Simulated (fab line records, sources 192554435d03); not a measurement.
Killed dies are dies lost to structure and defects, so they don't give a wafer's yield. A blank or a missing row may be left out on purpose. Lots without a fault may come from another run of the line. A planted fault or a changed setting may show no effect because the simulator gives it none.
fab line records | flow n5_finfet
record lots=8 wafers=24 last_day=18
route steps=1938 shown BEOL_M1@793 BEOL_M4@1111 PASSIVATION@1936
lots that met no fault: from a run of the same line without faults
start_h: hours from the record's first day to the start of the lot's first wafer shown | wait_h: hours since the lot's step before | " the same as in the row above | L1.1+2: a row that stands for several wafers | - no value, or no start given | * or withheld: withheld | < > ~ a bound
route shown NAME@n: a module of which the file shows steps, and the number in the route of the first | usual: mean/standard deviation of fault-free wafers | same: alike in all rows | chamber/n: place in a boat | sites: the reading at each site | _std_site: their standard deviation | _edge_site: outer sites' mean less inner sites' | radius_mm: how far each site lies from the wafer's centre | mask NAME#n: copy n | behind: the tool/chamber that last shaped the wafer | hold: why the lot was held/for how many hours/how that ended | device: the transistor (n, p or np) that didn't switch | end of line: the same wafers' tests at the end of the route | a step without rows: its recipe alone | killed: dies lost to structure and defects at the first sort, not the wafer's yield | map: a wafer's dies, x killed, . not, _ none there
set.NAME: the setting as run; set.NAME@STEP: as run at that earlier step | model.NAME: the simulator's own value behind a step, which no gauge read
steps of the route over a sample of lots; a table a step, a row a wafer
services: from which hour (start_h, from the record's first day; less than 0 if before it) a tool's chamber was out of use, for how many hours, and why
## steps
# step N5_BEOL_M1_ETCHBACK_99
# recipe chemistry=CHF3 target=SiO2 target_depth_a=50 time_s=10.4 source_w=215 bias_w=47 Ar_flow_sccm=200 CHF3_flow_sccm=12 ion_energy_ev=100 pressure_mtorr=30
# usual drypump_motor_current_A=5.7/0.57 oes_product_au=0.76/0.083 rf_vpp_V=239/5.4 showerhead_plenum_p_Torr=2.16/0.061 throttle_valve_pct=17.09/0.22
# columns lot.wafer tool chamber start_h wait_h drypump_motor_current_A oes_product_au rf_hours_counter_h rf_vpp_V showerhead_plenum_p_Torr throttle_valve_pct
L779.2 rie_diel-03 3 145.12 6.0 5.4 0.72 197 236 2.22 17.22
L779.3 " 2 " " 6.6 0.69 227 242 2.13 17.35
L779.6 " 0 " " 6.5 0.68 - 249 2.20 16.95
L780.2 rie_diel-03 0 146.80 3.0 6.5 0.67 239 249 2.20 16.96
L780.3 " 1 " " 5.7 0.94 11 238 2.19 16.74
L780.6 " 0 " " 6.5 0.68 - 247 2.20 16.96
L781.1 rie_diel-03 0 153.85 0.9 6.5 0.68 242 249 2.20 16.98
L781.2 " 3 " " 5.4 0.71 200 238 2.22 17.25
L781.5 " 3 " " 5.4 0.71 - 237 2.22 17.23
L782.1 rie_diel-03 2 164.14 0.1 6.6 0.68 232 241 2.13 17.33
L782.4 " 3 " " 5.4 0.72 203 237 2.22 17.25
L782.5 " 1 " " 5.7 0.93 - 239 2.19 16.75
L793.3 rie_diel-03 1 234.03 4.4 5.7 0.87 41 238 2.18 16.80
L793.5 " 0 " " 6.5 0.96 - 249 2.19 16.58
L793.6 " 3 " " 5.4 0.69 - 237 2.21 17.28
L794.1 rie_diel-01 3 245.24 0.7 5.9 0.72 208 236 2.04 17.21
L794.2 " 1 " " 4.8 0.69 214 238 2.21 17.06
L794.3 " 2 " " 6.0 0.79 107 236 2.19 17.16
L796.3 rie_diel-01 2 249.58 0.4 6.0 0.79 110 234 2.19 17.19
L796.5 " 3 " " 5.9 0.72 - 236 2.04 17.21
L796.6 " 2 " " 6.0 0.78 - 236 2.19 17.18
L798.1 rie_diel-06 3 266.78 6.0 5.7 0.77 128 253 2.24 17.01
L798.4 " 1 " " 5.1 0.69 239 230 2.12 17.17
L798.5 " 3 " " 5.7 0.77 - 255 2.24 16.99
# step N5_BEOL_M1_ETCH_41
# recipe chemistry=CH3F/O2 target=SiCN target_depth_a=319 taper_deg=2 time_s=57.8 ion_energy_ev=120 mask_material=TiN pressure_mtorr=30 source_w=395 bias_w=75 Ar_flow_sccm=150 CH3F_flow_sccm=30 O2_flow_sccm=20
# usual CH3F_flow_sccm=29.99/0.092 O2_flow_sccm=20.00/0.058 drypump_motor_current_A=5.7/0.56 oes_product_au=0.76/0.082 rf_vpp_V=297.4/1.4 showerhead_plenum_p_Torr=2.01/0.057 throttle_valve_pct=16.35/0.23
# columns lot.wafer tool chamber start_h wait_h CH3F_flow_sccm O2_flow_sccm drypump_motor_current_A oes_product_au rf_hours_counter_h rf_vpp_V showerhead_plenum_p_Torr throttle_valve_pct
L779.2 rie_diel-03 3 145.39 - 29.93 19.99 5.4 0.72 197 298.1 2.07 16.52
L779.3 " 2 " " 30.04 20.00 6.6 0.68 227 296.1 1.98 16.61
L779.6 " 0 " " 29.89 20.06 6.5 0.67 - 297.9 2.05 16.24
L780.2 rie_diel-03 0 147.07 - - - - - - - - -
L780.3 " 1 " " - - - - - - - -
L780.6 " 0 " " - - - - - - - -
L781.1 rie_diel-03 0 154.11 - - - - - - - - -
L781.2 " 3 " " - - - - - - - -
L781.5 " 3 " " - - - - - - - -
L782.1 rie_diel-03 2 164.41 - - - - - - - - -
L782.4 " 3 " " - - - - - - - -
L782.5 " 1 " " - - - - - - - -
L793.3 rie_diel-03 1 234.29 - 29.96 19.97 5.7 0.87 41 299.0 2.03 16.07
L793.5 " 0 " " 30.06 19.94 6.5 0.96 - 296.2 2.04 15.83
L793.6 " 3 " " 29.89 20.02 5.5 0.69 - 298.2 2.06 16.57
L794.1 rie_diel-01 3 245.51 - 30.05 19.92 5.9 0.71 208 295.1 1.90 16.48
L794.2 " 1 " " 30.17 20.08 4.9 0.70 214 298.4 2.05 16.31
L794.3 " 2 " " 30.00 20.04 6.0 0.79 107 297.4 2.03 16.40
L796.3 rie_diel-01 2 249.84 - 30.05 20.07 6.0 0.79 110 296.1 2.03 16.39
L796.5 " 3 " " 30.10 20.00 5.9 0.71 - 295.6 1.90 16.50
L796.6 " 2 " " 30.01 20.08 6.0 0.79 - 297.1 2.03 16.40
L798.1 rie_diel-06 3 267.04 - 29.95 20.10 5.7 0.78 128 298.8 2.09 16.30
L798.4 " 1 " " 30.06 19.95 5.1 0.70 239 297.4 1.97 16.41
L798.5 " 3 " " 30.01 20.02 5.7 0.79 - 298.3 2.09 16.29
# step N5_BEOL_M1_STRIP_97
# recipe chemistry=N2/H2 time_s=10 power_w=450 temp_c=40 pressure_mtorr=20 rf_frequency_hz=6e+07 bias_power_w=7 n2_flow_sccm=200 h2_flow_sccm=200
# usual drypump_motor_current_A=5.7/0.57 oes_product_au=0.76/0.083 rf_vpp_V=59.2/0.79 showerhead_plenum_p_Torr=2.55/0.076 throttle_valve_pct=23.63/0.21
# columns lot.wafer tool chamber start_h wait_h drypump_motor_current_A oes_product_au rf_hours_counter_h rf_vpp_V showerhead_plenum_p_Torr throttle_valve_pct
L779.2 rie_diel-03 3 - - 5.4 0.70 197 59.8 2.63 23.73
L779.3 " 2 " " 6.6 0.68 227 59.0 2.50 23.48
L779.6 " 0 " " 6.5 0.67 - 58.6 2.62 23.81
L780.2 rie_diel-03 0 - - 6.5 0.67 239 59.1 2.62 23.79
L780.3 " 1 " " 5.7 0.93 11 58.6 2.60 23.51
L780.6 " 0 " " 6.5 0.68 - 59.7 2.62 23.82
L781.1 rie_diel-03 0 - - 6.5 0.68 242 58.9 2.62 23.82
L781.2 " 3 " " 5.4 0.71 200 59.4 2.63 23.73
L781.5 " 3 " " 5.4 0.71 - 60.7 2.63 23.74
L782.1 rie_diel-03 2 - - 6.6 0.68 232 59.6 2.50 23.50
L782.4 " 3 " " 5.4 0.70 203 59.9 2.63 23.73
L782.5 " 1 " " 5.7 0.93 - 58.8 2.60 23.52
L793.3 rie_diel-03 1 - - 5.7 0.88 41 59.2 2.59 23.54
L793.5 " 0 " " 6.5 0.96 - 59.0 2.61 23.63
L793.6 " 3 " " 5.4 0.68 - 59.0 2.62 23.78
L794.1 rie_diel-01 3 - - 5.9 0.72 208 58.6 2.43 23.99
L794.2 " 1 " " 4.9 0.69 214 57.0 2.62 23.55
L794.3 " 2 " " 6.0 0.78 107 59.2 2.54 23.69
L796.3 rie_diel-01 2 - - 6.0 0.78 110 59.1 2.54 23.69
L796.5 " 3 " " 5.9 0.73 - 59.5 2.43 23.98
L796.6 " 2 " " 6.0 0.78 - 60.6 2.54 23.68
L798.1 rie_diel-06 3 - - 5.7 0.77 128 59.1 2.64 23.37
L798.4 " 1 " " 5.1 0.70 239 59.7 2.49 23.36
L798.5 " 3 " " 5.8 0.77 - 60.4 2.64 23.38
# step N5_BEOL_M1_SURFACE_TREAT_85
# recipe gas=Ar time_s=* ion_energy_ev=* ion_current_ma_cm2=0.5 pressure_mtorr=* ar_flow_sccm=30
# usual throttle_valve_pct=*
# columns lot.wafer tool chamber start_h wait_h throttle_valve_pct
L779.2 pvd_sputter-01 - 146.65 0.4 *
L779.3 " - " " *
L779.6 " - " " *
L780.2 pvd_sputter-03 - 147.78 0.1 *
L780.3 " - " " *
L780.6 " - " " *
L781.1 pvd_sputter-03 - 154.93 0.1 *
L781.2 " - " " *
L781.5 " - " " *
L782.1 pvd_sputter-03 - 165.20 0.2 *
L782.4 " - " " *
L782.5 " - " " *
L793.3 pvd_sputter-03 - 235.71 0.2 *
L793.5 " - " " *
L793.6 " - " " *
L794.1 pvd_sputter-03 - 246.49 0.1 *
L794.2 " - " " *
L794.3 " - " " *
L796.3 pvd_sputter-02 - 251.20 0.4 *
L796.5 " - " " *
L796.6 " - " " *
L798.1 pvd_sputter-02 - 268.13 0.2 *
L798.4 " - " " *
L798.5 " - " " *
# step N5_BEOL_M1_THK_MEAS_53
# recipe thk_meas_gauge=xrf reads=Cu_of_BEOL_M1_ECD_50
# usual M1_THK=40.3/1.7
# columns lot.wafer tool chamber start_h wait_h M1_THK[nm]
L779.2 film_metro-01 - 150.21 - 40.8
L779.3 " - " " 42.9
L779.6 " - " " 41.8
L780.2 film_metro-02 - 150.69 - 30.8
L780.3 " - " " 33.3
L780.6 " - " " 31.5
L781.1 film_metro-01 - 157.83 - 31.6
L781.2 " - " " 31.4
L781.5 " - " " 33.3
L782.1 film_metro-02 - 168.20 - 30.6
L782.4 " - " " 34.2
L782.5 " - " " 33.9
L793.3 film_metro-02 - 238.65 - 40.0
L793.5 " - " " 40.7
L793.6 " - " " 41.2
L794.1 film_metro-01 - 249.54 - 41.4
L794.2 " - " " 42.3
L794.3 " - " " 41.8
L796.3 film_metro-02 - 254.89 - 39.6
L796.5 " - " " 39.6
L796.6 " - " " 41.2
L798.1 film_metro-01 - 272.04 - 38.2
L798.4 " - " " 38.8
L798.5 " - " " 38.8
# step N5_BEOL_M1_RS_MEAS_58
# recipe thk_meas_gauge=four-point-probe reads=Co_of_BEOL_M1_CO_CAP_55+Cu_of_BEOL_M1_ECD_50+Co_of_BEOL_M1_CVD_47+TaN_of_BEOL_M1_ALD_84
# usual M1_RS=0.67/0.038
# columns lot.wafer tool chamber start_h wait_h M1_RS[ohm/sq]
L779.2 film_metro-01 - 150.53 0.1 0.66
L779.3 " - " " 0.62
L779.6 " - " " 0.64
L780.2 film_metro-01 - 151.00 0.1 0.97
L780.3 " - " " 0.87
L780.6 " - " " 0.93
L781.1 film_metro-01 - 158.11 0.1 0.92
L781.2 " - " " 0.93
L781.5 " - " " 0.86
L782.1 film_metro-02 - 168.46 0.0 0.96
L782.4 " - " " 0.84
L782.5 " - " " 0.84
L793.3 film_metro-02 - 238.94 0.1 0.68
L793.5 " - " " 0.66
L793.6 " - " " 0.65
L794.1 film_metro-02 - 249.81 0.0 0.65
L794.2 " - " " 0.63
L794.3 " - " " 0.64
L796.3 film_metro-02 - 255.15 0.1 0.69
L796.5 " - " " 0.68
L796.6 " - " " 0.65
L798.1 film_metro-01 - 272.30 0.0 0.72
L798.4 " - " " 0.70
L798.5 " - " " 0.70
# step N5_BEOL_M4_RC_MEAS_101
# usual DIBL_N=36.2/1.6 DIBL_P=36.5/1.9 IOFF_N=0.158/0.027 IOFF_P=0.21/0.038 ION_N=675/12 ION_P=464/8.9 SS_N=71.5/0.61 SS_P=73.4/0.59 VT_N=250.4/3 VT_P=-250/3.6
# columns lot.wafer tool chamber start_h wait_h DIBL_N[mV/V] DIBL_P[mV/V] IOFF_N[nA/um] IOFF_P[nA/um] ION_N[uA/um] ION_P[uA/um] SS_N[mV/dec] SS_P[mV/dec] VT_N[mV] VT_P[mV]
L779.2 prober-01 0 185.63 0.2 36.9 36.6 0.154 0.22 666 461 72.4 73.5 254.4 -251
L779.3 " 0 " " 38.4 37.3 0.171 0.22 669 461 71.9 74.1 251.4 -252
L779.6 " 0 " " 36.7 35.5 0.148 0.20 670 458 71.7 72.9 253.9 -252
L793.3 prober-01 0 279.92 0.3 36.6 37.1 0.172 0.21 666 463 72.4 72.5 249.4 -252
L793.5 " 0 " " 37.2 37.6 0.176 0.22 669 458 72.7 74.3 250.6 -252
L793.6 " 0 " " 35.2 36.7 0.142 0.20 673 462 71.5 73.6 252.4 -253
L794.1 prober-01 0 281.24 0.0 35.9 35.2 0.144 0.20 699 475 71.7 73.5 248.9 -250
L794.2 " 0 " " 37.0 37.2 0.162 0.23 691 467 71.6 74.1 248.4 -251
L794.3 " 0 " " 38.6 40.1 0.212 0.30 705 488 72.1 74.0 245.7 -242
L796.3 prober-02 0 307.86 0.3 38.4 36.8 0.179 0.26 673 468 72.1 73.3 249.6 -247
L796.5 " 0 " " 37.6 36.5 0.163 0.25 666 467 72.0 74.1 249.4 -247
L796.6 " 0 " " 37.1 35.7 0.161 0.22 658 457 72.8 73.2 253.0 -247
L798.1 prober-02 0 320.57 0.0 35.0 34.8 0.149 0.22 664 463 71.1 72.8 250.4 -248
L798.4 " 0 " " 34.2 34.5 0.141 0.22 686 482 70.4 73.0 249.9 -248
L798.5 " 0 " " 32.9 33.3 0.116 0.19 666 469 71.3 73.1 252.7 -251
# step N5_PASSIVATION_PROBE_49
# usual defect_limited_yield=91.3/1.7 killed_at_M0_to_M3=33/11 killed_at_M4_up=14/5.5 killed_at_contacts=13/6.5 killed_at_front_end=39/13 killed_at_other=3.4/2.9 killed_dies=103/20 killed_on_rim=14/4.3 killed_open=69/15 killed_short=32/8.1 sort_bin_5_function=5.1/1.1 sort_bin_6_memory=3.3/0.74 sort_bin_8_speed=0.00/0.014 sort_n_pass=1077/20 sort_yield_pct=91.3/1.7
# same gross_dies=1180 killed_at_back_side=0 sort_bin_4_leakage[%]=0
# columns lot.wafer tool chamber start_h wait_h defect_limited_yield[%] killed_at_M0_to_M3 killed_at_M4_up killed_at_contacts killed_at_front_end killed_at_other killed_dies killed_on_rim killed_open killed_short sort_bin_5_function[%] sort_bin_6_memory[%] sort_bin_8_speed[%] sort_n_pass sort_yield_pct[%]
L780.2 prober-01 - 305.16 0.1 0 1069 26 22 56 7 1180 152 97 50 94.3 5.1 0 0 0
L780.3 prober-01 - 305.21 0.1 0 1100 12 10 47 11 1180 152 74 54 95.8 3.9 0 0 0
L780.6 prober-01 - 305.36 0.3 0 1120 13 8 31 8 1180 152 60 26 97.1 2.8 0 0 0
L781.1 prober-02 - 313.48 0.0 0 1087 28 8 54 3 1180 152 91 44 95.0 4.3 0 0 0
L781.2 prober-02 - 313.53 0.1 0 1074 14 21 69 2 1180 152 112 39 95.7 4.1 0 0 0
L781.5 prober-02 - 313.68 0.2 0 1115 16 18 29 2 1180 152 84 33 95.2 4.5 0 0 0
L782.1 prober-02 - 314.53 0.0 0 1134 25 0 20 1 1180 152 51 18 97.1 2.7 0 0 0
L782.4 prober-02 - 314.68 0.2 0 1145 10 3 19 3 1180 152 41 19 97.7 2.0 0 0 0
L782.5 prober-02 - 314.73 0.2 0 1124 17 1 33 5 1180 152 57 26 97.2 2.6 0 0 0
L793.3 prober-01 - 390.85 0.1 93.3 20 14 7 37 1 79 9 63 15 3.7 2.9 0 1101 93.3
L793.5 prober-01 - 390.95 0.2 93.0 11 17 13 35 7 83 13 56 26 4.2 2.5 0 1097 93.0
L793.6 prober-01 - 391.00 0.3 92.5 16 15 22 30 5 88 12 55 31 4.1 3.1 0 1092 92.5
# killed by level:class
L780.2 BEOL_M1:area_etch=1032 MOL_CONTACT_COAG:geometric_particle:open=18 STI_FIN_REVEAL:geometric_particle:open=16 FIN_SAQP:geometric_particle:short=15 BEOL_M4:geometric_particle:open=15 BEOL_M3:geometric_particle:open=10 FIN_SAQP:geometric_particle:open=9 BEOL_M0_SAQP:geometric_particle:short=7
L780.3 BEOL_M1:area_etch=1051 FIN_SAQP:geometric_particle:short=11 MOL_CONTACT_COAG:geometric_particle:open=9 BEOL_M1:geometric_particle:open=9 FIN_SAQP:geometric_particle:open=7 STI_FIN_REVEAL:geometric_particle:open=7 BEOL_M0_SAQP:geometric_particle:short=7 BEOL_M0:geometric_particle:open=7
L780.6 BEOL_M1:area_etch=1094 FIN_SAQP:geometric_particle:open=10 BEOL_M1:geometric_particle:open=10 FIN_SAQP:geometric_particle:short=9 MOL_CONTACT_COAG:geometric_particle:open=6 BEOL_M3:geometric_particle:open=6 BEOL_M4:geometric_particle:open=5 STI_FIN_REVEAL:geometric_particle:open=4
L781.1 BEOL_M1:area_etch=1041 STI_FIN_REVEAL:geometric_particle:open=18 BEOL_M0_SAQP:geometric_particle:short=12 BEOL_M0_SAQP:geometric_particle:open=11 FIN_SAQP:geometric_particle:open=10 BEOL_M3:geometric_particle:open=9 FIN_SAQP:geometric_particle:short=6 BEOL_M2:geometric_particle:open=6
L781.2 BEOL_M1:area_etch=1029 STI_FIN_REVEAL:geometric_particle:open=35 FIN_SAQP:geometric_particle:open=16 MOL_CONTACT_COAG:geometric_particle:open=16 BEOL_M0_SAQP:geometric_particle:short=14 BEOL_M0_SAQP:geometric_particle:open=8 BEOL_M2:geometric_particle:open=8 BEOL_M3:geometric_particle:open=7
L781.5 BEOL_M1:area_etch=1063 BEOL_M0_SAQP:geometric_particle:open=17 STI_FIN_REVEAL:geometric_particle:open=11 BEOL_M1:geometric_particle:open=11 MOL_CONTACT_COAG:geometric_particle:open=10 MOL_CONTACT_COAG:geometric_particle:short=8 BEOL_M3:geometric_particle:open=8 BEOL_M4:geometric_particle:open=8
L782.1 BEOL_M1:area_etch=1111 BEOL_M4:geometric_particle:open=16 BEOL_M3:geometric_particle:open=6 BEOL_M1:geometric_particle:open=4 BEOL_M2:geometric_particle:open=4 FIN_SAQP:geometric_particle:open=3 STI_FIN_REVEAL:geometric_particle:open=3 GATE_CUT:geometric_particle:open=3
L782.4 BEOL_M1:area_etch=1119 BEOL_M3:geometric_particle:open=8 BEOL_M2:geometric_particle:open=6 FIN_SAQP:geometric_particle:short=4 STARTING-WAFER:geometric_particle:open=4 BEOL_M4:geometric_particle:open=4 MOL_CONTACT_COAG:geometric_particle:open=3 BEOL_M1:geometric_particle:open=3
L782.5 BEOL_M1:area_etch=1096 BEOL_M4:geometric_particle:open=8 STI_FIN_REVEAL:geometric_particle:open=7 GATE_CUT:geometric_particle:short=6 BEOL_M3:geometric_particle:open=6 BEOL_M1:geometric_particle:open=5 BEOL_M2:geometric_particle:open=4 PAD_METAL:geometric_particle:short=4
L793.3 STI_FIN_REVEAL:geometric_particle:open=14 BEOL_M1:geometric_particle:open=8 MOL_CONTACT_COAG:geometric_particle:open=6 BEOL_M4:geometric_particle:open=6 FIN_SAQP:geometric_particle:open=5 DUMMY_GATE:geometric_particle:open=4 GATE_CUT:geometric_particle:open=3 BEOL_M0_SAQP:geometric_particle:open=3
L793.5 STI_FIN_REVEAL:geometric_particle:open=9 MOL_CONTACT_COAG:geometric_particle:open=9 STARTING-WAFER:geometric_particle:short=7 BEOL_M4:geometric_particle:open=7 FIN_SAQP:geometric_particle:open=4 DUMMY_GATE:geometric_particle:open=4 ILD0:geometric_particle:open=4 BEOL_M2:geometric_particle:open=4
L793.6 MOL_CONTACT_COAG:geometric_particle:open=19 FIN_SAQP:geometric_particle:short=7 STI_FIN_REVEAL:geometric_particle:open=5 BEOL_M0_SAQP:geometric_particle:short=4 GATE_CUT:geometric_particle:short=4 BEOL_M0:geometric_particle:open=4 BEOL_M4:geometric_particle:open=4 BEOL_M5:geometric_particle:open=4
## services
# columns tool chamber start_h hours kind
rie_diel-03 - 123.78 2.8 pm
pvd_sputter-02 - 151.48 2.4 repair
rie_diel-06 0 160.21 2.8 repair
rie_diel-03 0 178.59 - clean
rie_diel-03 0 178.59 - consumable_replace:focus_ring
rie_diel-03 0 178.59 26.3 scheduled_down
rie_diel-03 0 178.59 26.3 vent_cycle
rie_diel-06 0 213.00 3.4 repair
rie_diel-03 2 217.30 - clean
rie_diel-03 2 217.30 - consumable_replace:focus_ring
rie_diel-03 2 217.30 20.1 scheduled_down
rie_diel-03 2 217.30 20.1 vent_cycle
rie_diel-01 1 226.18 3.6 repair
rie_diel-01 0 241.59 12.8 repair
rie_diel-03 2 266.47 4.2 repair
## key
first_sign step=N5_BEOL_M1_ETCH_41 reading=tool_record direction=missing
effect step=N5_BEOL_M1_THK_MEAS_53 reading=M1_THK direction=down sigmas=4.6 usual=40.3 struck=32.3
effect step=N5_BEOL_M1_RS_MEAS_58 reading=M1_RS direction=up sigmas=6 usual=0.67 struck=0.90
effect step=N5_PASSIVATION_PROBE_49 reading=killed_at_M0_to_M3 direction=up sigmas=99+ usual=33 struck=1108
more_kills_born_at N5_BEOL_M1_ETCH_41@rie_diel-03=9636
met_at N5_BEOL_M1_ETCH_41
struck_lots L780,L781,L782
later_rows_left_out L780.2,L780.3,L780.6,L781.1,L781.2,L781.5,L782.1,L782.4,L782.5
not_acting_at N5_BEOL_M1_ETCHBACK_99,N5_BEOL_M1_STRIP_97,N5_BEOL_M1_SURFACE_TREAT_85
onset_between 145.39 147.07
fault kind=skipped_step_whole tool=rie_diel-03 chamber=- onset_h=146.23 steps=N5_BEOL_M1_ETCH_41 scope=struck_lots_only
# later_rows_left_out: the simulator's readings of these wafers behind a module that went badly wrong aren't trusted and aren't shown, but for the sort
